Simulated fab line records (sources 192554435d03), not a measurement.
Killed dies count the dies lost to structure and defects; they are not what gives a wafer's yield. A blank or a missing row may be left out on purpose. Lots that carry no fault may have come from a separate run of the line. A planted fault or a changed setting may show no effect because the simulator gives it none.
Check of tool commonality || flow n5-finfet || 30 wafers sampled across 10 lots

== THE REASON FOR OPENING IT ==
N5_BEOL_M4_RC_MEAS_101, reading CJ_P: flagged on 2 of 10 lots. Wafers without a fault read 5.75, standard deviation 0.23.
Rule: flag the lot when none of its wafers has a number, or when each of its wafers that has one lies beyond 4 standard deviations from that mean. The rest of the lots are taken to be sound.

{"lot": "L385", "measured": "day 8 01:31", "on": "prober-01", "CJ_P, wafer by wafer": "5.93 6.12 5.69", "flag": ""}
{"lot": "L387", "measured": "day 8 18:03", "on": "prober-02", "CJ_P, wafer by wafer": "5.87 5.84 5.54", "flag": ""}
{"lot": "L386", "measured": "day 9 00:19", "on": "prober-02", "CJ_P, wafer by wafer": "5.49 5.88 5.43", "flag": ""}
{"lot": "L389", "measured": "day 9 03:32", "on": "prober-02", "CJ_P, wafer by wafer": "5.61 5.81 5.83", "flag": ""}
{"lot": "L390", "measured": "day 9 05:38", "on": "prober-02", "CJ_P, wafer by wafer": "5.79 6.01 5.74", "flag": ""}
{"lot": "L392", "measured": "day 9 08:10", "on": "prober-01", "CJ_P, wafer by wafer": "5.75 5.82 5.38", "flag": ""}
{"lot": "L397", "measured": "day 11 00:52", "on": "prober-01", "CJ_P, wafer by wafer": "5.72 5.83 5.82", "flag": ""}
{"lot": "L398", "measured": "day 11 09:40", "on": "prober-02", "CJ_P, wafer by wafer": "5.78 5.33 5.69", "flag": ""}
{"lot": "L401", "measured": "day 11 13:01", "on": "prober-01", "CJ_P, wafer by wafer": "3.81 4.11 3.91", "flag": "FLAGGED"}
{"lot": "L400", "measured": "day 11 17:23", "on": "prober-01", "CJ_P, wafer by wafer": "3.93 3.66 3.83", "flag": "FLAGGED"}
Average over the flagged lots: 3.88; offset from the usual -1.88, equal to -8 standard deviations.

== LOT BY LOT: THE TOOL USED ==
3 process steps preceding the reading are held in the record, out of 1938 steps in the route. Read each cell as the tool, then ch plus the chambers that the sampled wafers visited, then the start.
{"lot": "L385", "flag": "", "N5_WELL_APT_IMPLANT_15": "implanter-02 ch 0, day 1 14:11", "N5_BEOL_M4_SPUTTER_81": "pvd-sputter-03, day 7 22:42", "N5_BEOL_M4_ANNEAL_51": "rtp-anneal-02 ch 0, day 8 00:19"}
{"lot": "L387", "flag": "", "N5_WELL_APT_IMPLANT_15": "implanter-01 ch 0, day 2 02:45", "N5_BEOL_M4_SPUTTER_81": "pvd-sputter-03, day 8 15:19", "N5_BEOL_M4_ANNEAL_51": "rtp-anneal-02 ch 0, day 8 16:55"}
{"lot": "L386", "flag": "", "N5_WELL_APT_IMPLANT_15": "implanter-01 ch 0, day 1 20:25", "N5_BEOL_M4_SPUTTER_81": "pvd-sputter-03, day 8 21:34", "N5_BEOL_M4_ANNEAL_51": "rtp-anneal-02 ch 0, day 8 23:10"}
{"lot": "L389", "flag": "", "N5_WELL_APT_IMPLANT_15": "implanter-02 ch 0, day 2 14:39", "N5_BEOL_M4_SPUTTER_81": "pvd-sputter-02, day 9 00:58", "N5_BEOL_M4_ANNEAL_51": "rtp-anneal-02 ch 0, day 9 02:32"}
{"lot": "L390", "flag": "", "N5_WELL_APT_IMPLANT_15": "implanter-01 ch 0, day 2 20:32", "N5_BEOL_M4_SPUTTER_81": "pvd-sputter-02, day 9 02:51", "N5_BEOL_M4_ANNEAL_51": "rtp-anneal-01 ch 0, day 9 04:28"}
{"lot": "L392", "flag": "", "N5_WELL_APT_IMPLANT_15": "implanter-01 ch 0, day 3 08:31", "N5_BEOL_M4_SPUTTER_81": "pvd-sputter-01, day 9 05:44", "N5_BEOL_M4_ANNEAL_51": "rtp-anneal-02 ch 0, day 9 07:15"}
{"lot": "L397", "flag": "", "N5_WELL_APT_IMPLANT_15": "implanter-02 ch 0, day 4 14:03", "N5_BEOL_M4_SPUTTER_81": "pvd-sputter-03, day 10 22:27", "N5_BEOL_M4_ANNEAL_51": "rtp-anneal-02 ch 0, day 10 23:58"}
{"lot": "L398", "flag": "", "N5_WELL_APT_IMPLANT_15": "implanter-01 ch 0, day 4 20:07", "N5_BEOL_M4_SPUTTER_81": "pvd-sputter-02, day 11 07:14", "N5_BEOL_M4_ANNEAL_51": "rtp-anneal-02 ch 0, day 11 08:45"}
{"lot": "L401", "flag": "FLAGGED", "N5_WELL_APT_IMPLANT_15": "implanter-01 ch 0, day 5 14:47", "N5_BEOL_M4_SPUTTER_81": "pvd-sputter-01, day 11 10:21", "N5_BEOL_M4_ANNEAL_51": "rtp-anneal-01 ch 0, day 11 11:59"}
{"lot": "L400", "flag": "FLAGGED", "N5_WELL_APT_IMPLANT_15": "implanter-01 ch 0, day 5 08:16", "N5_BEOL_M4_SPUTTER_81": "pvd-sputter-03, day 11 14:39", "N5_BEOL_M4_ANNEAL_51": "rtp-anneal-02 ch 0, day 11 16:15"}
What these steps do:
- N5_WELL_APT_IMPLANT_15
- N5_BEOL_M4_SPUTTER_81: material Cu, target thk 4.5 nm, time 8.29 s.
- N5_BEOL_M4_ANNEAL_51: time 90 s.
- N5_BEOL_M4_RC_MEAS_101

== FLAGGED OVER TOTAL, TOOL BY TOOL (the gauges that took the reading come last) ==
{"step": "N5_WELL_APT_IMPLANT_15", "tool": "implanter-01", "lots run": 7, "flagged": 2, "share of the flagged lots": "all", "sound lots run after its first flagged lot": 0}
{"step": "N5_WELL_APT_IMPLANT_15", "tool": "implanter-02", "lots run": 3, "flagged": 0, "share of the flagged lots": "none", "sound lots run after its first flagged lot": "-"}
{"step": "N5_BEOL_M4_SPUTTER_81", "tool": "pvd-sputter-01", "lots run": 2, "flagged": 1, "share of the flagged lots": "some", "sound lots run after its first flagged lot": 0}
{"step": "N5_BEOL_M4_SPUTTER_81", "tool": "pvd-sputter-02", "lots run": 3, "flagged": 0, "share of the flagged lots": "none", "sound lots run after its first flagged lot": "-"}
{"step": "N5_BEOL_M4_SPUTTER_81", "tool": "pvd-sputter-03", "lots run": 5, "flagged": 1, "share of the flagged lots": "some", "sound lots run after its first flagged lot": 0}
{"step": "N5_BEOL_M4_ANNEAL_51", "tool": "rtp-anneal-01", "lots run": 2, "flagged": 1, "share of the flagged lots": "some", "sound lots run after its first flagged lot": 0}
{"step": "N5_BEOL_M4_ANNEAL_51", "tool": "rtp-anneal-02", "lots run": 8, "flagged": 1, "share of the flagged lots": "some", "sound lots run after its first flagged lot": 0}
{"step": "N5_BEOL_M4_RC_MEAS_101", "tool": "prober-01", "lots run": 5, "flagged": 2, "share of the flagged lots": "all", "sound lots run after its first flagged lot": 0}
{"step": "N5_BEOL_M4_RC_MEAS_101", "tool": "prober-02", "lots run": 5, "flagged": 0, "share of the flagged lots": "none", "sound lots run after its first flagged lot": "-"}

== WHAT THE TABLE PERMITS ==
In 2 table rows, all flagged lots were run: implanter-01 (N5_WELL_APT_IMPLANT_15), prober-01 (N5_BEOL_M4_RC_MEAS_101).
- implanter-01 at N5_WELL_APT_IMPLANT_15 ran 7 lots, 2 of them flagged. A fault beginning between L398 (day 4 20:07), its last sound lot, and L400 (day 5 08:16), its first flagged one, fits the data.
- prober-01 at N5_BEOL_M4_RC_MEAS_101 ran 5 lots, 2 of them flagged. A fault beginning between L397 (day 11 00:52), its last sound lot, and L401 (day 11 13:01), its first flagged one, fits the data.
A lot count leaves these 2 tools indistinguishable: every one of them fits a fault beginning at some hour. More lots, or a look at what each step does to the wafer, might.

== WHAT THE SIMULATOR HAD INSERTED ==
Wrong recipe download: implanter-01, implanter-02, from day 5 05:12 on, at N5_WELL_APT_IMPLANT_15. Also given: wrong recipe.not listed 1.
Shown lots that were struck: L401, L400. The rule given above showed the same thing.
